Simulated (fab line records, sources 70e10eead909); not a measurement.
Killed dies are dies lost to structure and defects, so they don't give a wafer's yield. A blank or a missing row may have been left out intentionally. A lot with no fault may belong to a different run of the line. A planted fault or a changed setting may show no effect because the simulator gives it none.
What tool caused it? :: flow nand harc :: 14 lots, 42 wafers sampled, at 5 steps of a route of 1159

## WHAT EACH GAUGE READ, for each wafer
NHARC_A_ONON_D1_THK_MEAS_18: measures by ellipsometry.
lot: L895
measured: day 7 18:49
on: film metro-02
thk nm (nm): 989 988 989

lot: L896
measured: day 8 07:41
on: film metro-02
thk nm (nm): 986 985 986

lot: L897
measured: day 8 07:41
on: film metro-02
thk nm (nm): 996 993 993

lot: L898
measured: day 8 07:42
on: film metro-02
thk nm (nm): 1008 1009 1009

lot: L899
measured: day 8 17:35
on: film metro-02
thk nm (nm): 1008 1007 1009

lot: L900
measured: day 8 17:36
on: film metro-01
thk nm (nm): 1026 1027 1028

lot: L901
measured: day 9 11:05
on: film metro-01
thk nm (nm): 1006 1005 1006

lot: L902
measured: day 9 11:05
on: film metro-02
thk nm (nm): 993 993 993

lot: L903
measured: day 9 22:51
on: film metro-01
thk nm (nm): 1004 1004 1005

lot: L904
measured: day 10 14:44
on: film metro-02
thk nm (nm): 1016 1013 1017

lot: L906
measured: day 11 03:24
on: film metro-02
thk nm (nm): 1005 1006 1004

lot: L905
measured: day 11 03:14
on: film metro-01
thk nm (nm): 1019 1021 1023

lot: L912
measured: day 12 02:30
on: film metro-01
thk nm (nm): 534 1009 536

lot: L913
measured: day 12 07:04
on: film metro-01
thk nm (nm): 996 525 996

## TOOL THAT RAN EACH LOT (tool first, then ch and the chambers of the sampled wafers, then the start)
lot: L895
NHARC_P_BONDPAD_ANNEAL_28: rtp anneal-02 ch 0, day 6 06:08
NHARC_P_BONDPAD_ACTIVATE_29: rie diel-02 ch 2,3, day 6 07:05
NHARC_A_ZERO_WELL_RTA_16: rtp anneal-01 ch 0, day 6 09:38
NHARC_A_ONON_D1_DEP_16: pecvd onon-04 ch 0, day 7 18:18

lot: L896
NHARC_P_BONDPAD_ANNEAL_28: rtp anneal-02 ch 0, day 6 19:48
NHARC_P_BONDPAD_ACTIVATE_29: rie diel-02 ch 1,2,3, day 6 20:45
NHARC_A_ZERO_WELL_RTA_16: rtp anneal-01 ch 0, day 6 23:13
NHARC_A_ONON_D1_DEP_16: pecvd onon-03 ch 0, day 8 07:11

lot: L897
NHARC_P_BONDPAD_ANNEAL_28: rtp anneal-02 ch 0, day 6 20:14
NHARC_P_BONDPAD_ACTIVATE_29: rie diel-02 ch 1,2, day 6 21:09
NHARC_A_ZERO_WELL_RTA_16: rtp anneal-01 ch 0, day 6 23:47
NHARC_A_ONON_D1_DEP_16: pecvd onon-02 ch 0, day 8 07:14

lot: L898
NHARC_P_BONDPAD_ANNEAL_28: rtp anneal-01 ch 0, day 6 21:25
NHARC_P_BONDPAD_ACTIVATE_29: rie diel-02 ch 0,1,2, day 6 22:17
NHARC_A_ZERO_WELL_RTA_16: rtp anneal-02 ch 0, day 7 00:59
NHARC_A_ONON_D1_DEP_16: pecvd onon-04 ch 0, day 8 07:19

lot: L899
NHARC_P_BONDPAD_ANNEAL_28: rtp anneal-01 ch 0, day 7 07:24
NHARC_P_BONDPAD_ACTIVATE_29: rie diel-11 ch 1,2, day 7 08:19
NHARC_A_ZERO_WELL_RTA_16: rtp anneal-01 ch 0, day 7 10:54
NHARC_A_ONON_D1_DEP_16: pecvd onon-02 ch 0, day 8 17:08

lot: L900
NHARC_P_BONDPAD_ANNEAL_28: rtp anneal-02 ch 0, day 7 08:02
NHARC_P_BONDPAD_ACTIVATE_29: rie diel-11 ch 1,2, day 7 08:56
NHARC_A_ZERO_WELL_RTA_16: rtp anneal-02 ch 0, day 7 11:29
NHARC_A_ONON_D1_DEP_16: pecvd onon-04 ch 0, day 8 17:09

lot: L901
NHARC_P_BONDPAD_ANNEAL_28: rtp anneal-02 ch 0, day 8 00:58
NHARC_P_BONDPAD_ACTIVATE_29: rie diel-02 ch 1,3, day 8 01:55
NHARC_A_ZERO_WELL_RTA_16: rtp anneal-02 ch 0, day 8 04:26
NHARC_A_ONON_D1_DEP_16: pecvd onon-04 ch 0, day 9 10:35

lot: L902
NHARC_P_BONDPAD_ANNEAL_28: rtp anneal-02 ch 0, day 8 02:29
NHARC_P_BONDPAD_ACTIVATE_29: rie diel-02 ch 0,1,3, day 8 03:22
NHARC_A_ZERO_WELL_RTA_16: rtp anneal-02 ch 0, day 8 05:48
NHARC_A_ONON_D1_DEP_16: pecvd onon-02 ch 0, day 9 10:38

lot: L903
NHARC_P_BONDPAD_ANNEAL_28: rtp anneal-02 ch 0, day 8 10:04
NHARC_P_BONDPAD_ACTIVATE_29: rie diel-02 ch 1,3, day 8 10:56
NHARC_A_ZERO_WELL_RTA_16: rtp anneal-01 ch 0, day 8 13:29
NHARC_A_ONON_D1_DEP_16: pecvd onon-02 ch 0, day 9 22:23

lot: L904
NHARC_P_BONDPAD_ANNEAL_28: rtp anneal-02 ch 0, day 9 04:11
NHARC_P_BONDPAD_ACTIVATE_29: rie diel-02 ch 0,3, day 9 05:08
NHARC_A_ZERO_WELL_RTA_16: rtp anneal-02 ch 0, day 9 07:43
NHARC_A_ONON_D1_DEP_16: pecvd onon-03 ch 0, day 10 14:14

lot: L906
NHARC_P_BONDPAD_ANNEAL_28: rtp anneal-01 ch 0, day 9 12:44
NHARC_P_BONDPAD_ACTIVATE_29: rie diel-02 ch 0,2, day 9 13:42
NHARC_A_ZERO_WELL_RTA_16: rtp anneal-01 ch 0, day 9 16:14
NHARC_A_ONON_D1_DEP_16: pecvd onon-02 ch 0, day 11 02:53

lot: L905
NHARC_P_BONDPAD_ANNEAL_28: rtp anneal-02 ch 0, day 9 17:40
NHARC_P_BONDPAD_ACTIVATE_29: rie diel-13 ch 0,1,2, day 9 18:35
NHARC_A_ZERO_WELL_RTA_16: rtp anneal-02 ch 0, day 9 21:09
NHARC_A_ONON_D1_DEP_16: pecvd onon-03 ch 0, day 11 02:47

lot: L912
NHARC_P_BONDPAD_ANNEAL_28: rtp anneal-02 ch 0, day 10 16:23
NHARC_P_BONDPAD_ACTIVATE_29: rie diel-11 ch 1,2,3, day 10 17:20
NHARC_A_ZERO_WELL_RTA_16: rtp anneal-02 ch 0, day 10 19:46
NHARC_A_ONON_D1_DEP_16: pecvd onon-04 ch 0, day 12 01:59

lot: L913
NHARC_P_BONDPAD_ANNEAL_28: rtp anneal-01 ch 0, day 10 21:19
NHARC_P_BONDPAD_ACTIVATE_29: rie diel-02 ch 0,1,3, day 10 22:14
NHARC_A_ZERO_WELL_RTA_16: rtp anneal-01 ch 0, day 11 00:40
NHARC_A_ONON_D1_DEP_16: pecvd onon-04 ch 0, day 12 06:37
- NHARC_P_BONDPAD_ANNEAL_28: time 90 s.
- NHARC_P_BONDPAD_ACTIVATE_29: chemistry N2, time 60 s.
- NHARC_A_ZERO_WELL_RTA_16: time 10 s.
- NHARC_A_ONON_D1_DEP_16: target thk 1000 nm.

## WHAT THE TOOLS THEMSELVES READ (means of the sampled wafers that have a number; where no wafer has one, the mark that the record gives instead)
NHARC_P_BONDPAD_ANNEAL_28.
lot: L895
tool: rtp anneal-02
wafer_temp_C_max: 225.86

lot: L896
tool: rtp anneal-02
wafer_temp_C_max: 226.27

lot: L897
tool: rtp anneal-02
wafer_temp_C_max: 226.15

lot: L898
tool: rtp anneal-01
wafer_temp_C_max: 226.04

lot: L899
tool: rtp anneal-01
wafer_temp_C_max: 226.20

lot: L900
tool: rtp anneal-02
wafer_temp_C_max: 225.97

lot: L901
tool: rtp anneal-02
wafer_temp_C_max: 226.22

lot: L902
tool: rtp anneal-02
wafer_temp_C_max: 226.04

lot: L903
tool: rtp anneal-02
wafer_temp_C_max: 226.04

lot: L904
tool: rtp anneal-02
wafer_temp_C_max: 225.97

lot: L906
tool: rtp anneal-01
wafer_temp_C_max: 226.07

lot: L905
tool: rtp anneal-02
wafer_temp_C_max: 226.27

lot: L912
tool: rtp anneal-02
wafer_temp_C_max: 226.18

lot: L913
tool: rtp anneal-01
wafer_temp_C_max: 225.86

NHARC_P_BONDPAD_ACTIVATE_29.
lot: L895
tool: rie diel-02
drypump motor current A (A): 5.9
n2 flow sccm (sccm): 200.1
oes product au (a.u.): 0.995
rf vpp V (V): 63.3
showerhead plenum p Torr (Torr): 1.73

lot: L896
tool: rie diel-02
drypump motor current A (A): 6.1
n2 flow sccm (sccm): 199.6
oes product au (a.u.): 1.000
rf vpp V (V): 64.4
showerhead plenum p Torr (Torr): 1.72

lot: L897
tool: rie diel-02
drypump motor current A (A): 6.3
n2 flow sccm (sccm): 199.9
oes product au (a.u.): 1.001
rf vpp V (V): 62.9
showerhead plenum p Torr (Torr): 1.65

lot: L898
tool: rie diel-02
drypump motor current A (A): 5.9
n2 flow sccm (sccm): 200.0
oes product au (a.u.): 1.000
rf vpp V (V): 63.7
showerhead plenum p Torr (Torr): 1.72

lot: L899
tool: rie diel-11
drypump motor current A (A): 6.4
n2 flow sccm (sccm): 200.2
oes product au (a.u.): 1.011
rf vpp V (V): 64.0
showerhead plenum p Torr (Torr): 1.85

lot: L900
tool: rie diel-11
drypump motor current A (A): 6.4
n2 flow sccm (sccm): 200.0
oes product au (a.u.): 1.004
rf vpp V (V): 64.3
showerhead plenum p Torr (Torr): 1.85

lot: L901
tool: rie diel-02
drypump motor current A (A): 6.3
n2 flow sccm (sccm): 199.2
oes product au (a.u.): 0.994
rf vpp V (V): 63.6
showerhead plenum p Torr (Torr): 1.71

lot: L902
tool: rie diel-02
drypump motor current A (A): 5.9
n2 flow sccm (sccm): 199.9
oes product au (a.u.): 0.985
rf vpp V (V): 64.7
showerhead plenum p Torr (Torr): 1.78

lot: L903
tool: rie diel-02
drypump motor current A (A): 6.2
n2 flow sccm (sccm): 200.0
oes product au (a.u.): 0.999
rf vpp V (V): 64.1
showerhead plenum p Torr (Torr): 1.78

lot: L904
tool: rie diel-02
drypump motor current A (A): 5.6
n2 flow sccm (sccm): 200.2
oes product au (a.u.): 0.984
rf vpp V (V): 64.0
showerhead plenum p Torr (Torr): 1.84

lot: L906
tool: rie diel-02
drypump motor current A (A): 5.7
n2 flow sccm (sccm): 199.2
oes product au (a.u.): 0.985
rf vpp V (V): 64.0
showerhead plenum p Torr (Torr): 1.73

lot: L905
tool: rie diel-13
drypump motor current A (A): 5.7
n2 flow sccm (sccm): 199.6
oes product au (a.u.): 0.985
rf vpp V (V): 64.4
showerhead plenum p Torr (Torr): 1.88

lot: L912
tool: rie diel-11
drypump motor current A (A): 6.2
n2 flow sccm (sccm): 200.5
oes product au (a.u.): 1.006
rf vpp V (V): 64.2
showerhead plenum p Torr (Torr): 1.81

lot: L913
tool: rie diel-02
drypump motor current A (A): 5.9
n2 flow sccm (sccm): 200.0
oes product au (a.u.): 0.995
rf vpp V (V): 64.2
showerhead plenum p Torr (Torr): 1.77

NHARC_A_ZERO_WELL_RTA_16.
lot: L895
tool: rtp anneal-01
lamp power pct (%): 30.9
wafer_temp_C_max: 1006.5

lot: L896
tool: rtp anneal-01
lamp power pct (%): 30.8
wafer_temp_C_max: 1006.1

lot: L897
tool: rtp anneal-01
lamp power pct (%): 30.9
wafer_temp_C_max: 1004.6

lot: L898
tool: rtp anneal-02
lamp power pct (%): 25.3
wafer_temp_C_max: 1003.5

lot: L899
tool: rtp anneal-01
lamp power pct (%): 30.9
wafer_temp_C_max: 1003.7

lot: L900
tool: rtp anneal-02
lamp power pct (%): 25.3
wafer_temp_C_max: 1004.5

lot: L901
tool: rtp anneal-02
lamp power pct (%): 25.3
wafer_temp_C_max: 1004.7

lot: L902
tool: rtp anneal-02
lamp power pct (%): 25.3
wafer_temp_C_max: 1004.5

lot: L903
tool: rtp anneal-01
lamp power pct (%): 30.9
wafer_temp_C_max: 1005.0

lot: L904
tool: rtp anneal-02
lamp power pct (%): 25.3
wafer_temp_C_max: 1005.3

lot: L906
tool: rtp anneal-01
lamp power pct (%): 30.9
wafer_temp_C_max: 1004.7

lot: L905
tool: rtp anneal-02
lamp power pct (%): 25.3
wafer_temp_C_max: 1003.8

lot: L912
tool: rtp anneal-02
lamp power pct (%): 25.3
wafer_temp_C_max: 1004.0

lot: L913
tool: rtp anneal-01
lamp power pct (%): 30.9
wafer_temp_C_max: 1005.0

NHARC_A_ONON_D1_DEP_16.
lot: L895
tool: pecvd onon-04
n2 flow sccm (sccm): 2751
n2o flow sccm (sccm): 1998
nh3 flow sccm (sccm): 500.4

lot: L896
tool: pecvd onon-03
n2 flow sccm (sccm): 2750
n2o flow sccm (sccm): 2008
nh3 flow sccm (sccm): 500.5

lot: L897
tool: pecvd onon-02
n2 flow sccm (sccm): 2746
n2o flow sccm (sccm): 2005
nh3 flow sccm (sccm): 501.6

lot: L898
tool: pecvd onon-04
n2 flow sccm (sccm): 2748
n2o flow sccm (sccm): 2005
nh3 flow sccm (sccm): 499.9

lot: L899
tool: pecvd onon-02
n2 flow sccm (sccm): 2751
n2o flow sccm (sccm): 2003
nh3 flow sccm (sccm): 500.6

lot: L900
tool: pecvd onon-04
n2 flow sccm (sccm): 2750
n2o flow sccm (sccm): 1999
nh3 flow sccm (sccm): 501.1

lot: L901
tool: pecvd onon-04
n2 flow sccm (sccm): 2747
n2o flow sccm (sccm): 2001
nh3 flow sccm (sccm): 499.4

lot: L902
tool: pecvd onon-02
n2 flow sccm (sccm): 2743
n2o flow sccm (sccm): 2001
nh3 flow sccm (sccm): 499.4

lot: L903
tool: pecvd onon-02
n2 flow sccm (sccm): 2751
n2o flow sccm (sccm): 1996
nh3 flow sccm (sccm): 501.7

lot: L904
tool: pecvd onon-03
n2 flow sccm (sccm): 2755
n2o flow sccm (sccm): 1994
nh3 flow sccm (sccm): 501.1

lot: L906
tool: pecvd onon-02
n2 flow sccm (sccm): 2756
n2o flow sccm (sccm): 2002
nh3 flow sccm (sccm): 501.1

lot: L905
tool: pecvd onon-03
n2 flow sccm (sccm): 2755
n2o flow sccm (sccm): 2002
nh3 flow sccm (sccm): 501.9

lot: L912
tool: pecvd onon-04
n2 flow sccm (sccm): 2754
n2o flow sccm (sccm): 1994
nh3 flow sccm (sccm): 501.3

lot: L913
tool: pecvd onon-04
n2 flow sccm (sccm): 2753
n2o flow sccm (sccm): 1998
nh3 flow sccm (sccm): 499.3

## THE ANSWER, worked out from the rows above alone
Rule: the lots themselves supply what counts as usual. The widest of any qualifying gaps counts: lots, ordered by their means at a reading, are off when they make up no more than a third of the lots, leave a main group of 4 or more, and stand apart from it by 3 or more times the standard deviation of that group's means. A main group is skipped when, at the precision printed for the reading in the tables above, its means are all equal. Also off: a lot with no number at a reading for which 4 or more lots have one. Where the step has rows for the other lots, those lots are counted as sound. Order of review: gauges by route order, followed by the tools' own readings, for which a lot's mean as printed above is used. At the first step where some lot is off, the reading lying furthest off is the one used; lots without a number count as furthest.
Off: L912, L913 (NHARC_A_ONON_D1_THK_MEAS_18, thk nm). The main group has a mean of 1005 nm with a standard deviation of 12.
If a tool, at a process step before that reading, ran all the lots that are off and no sound lot after the first of them, it fits. Those tools and the gauges at NHARC_A_ONON_D1_THK_MEAS_18 are tried in the same way. Can't be told from this: 2 tools fit, pecvd onon-04 at NHARC_A_ONON_D1_DEP_16, film metro-01 at NHARC_A_ONON_D1_THK_MEAS_18.

## WHAT THE SIMULATOR HAD PUT IN
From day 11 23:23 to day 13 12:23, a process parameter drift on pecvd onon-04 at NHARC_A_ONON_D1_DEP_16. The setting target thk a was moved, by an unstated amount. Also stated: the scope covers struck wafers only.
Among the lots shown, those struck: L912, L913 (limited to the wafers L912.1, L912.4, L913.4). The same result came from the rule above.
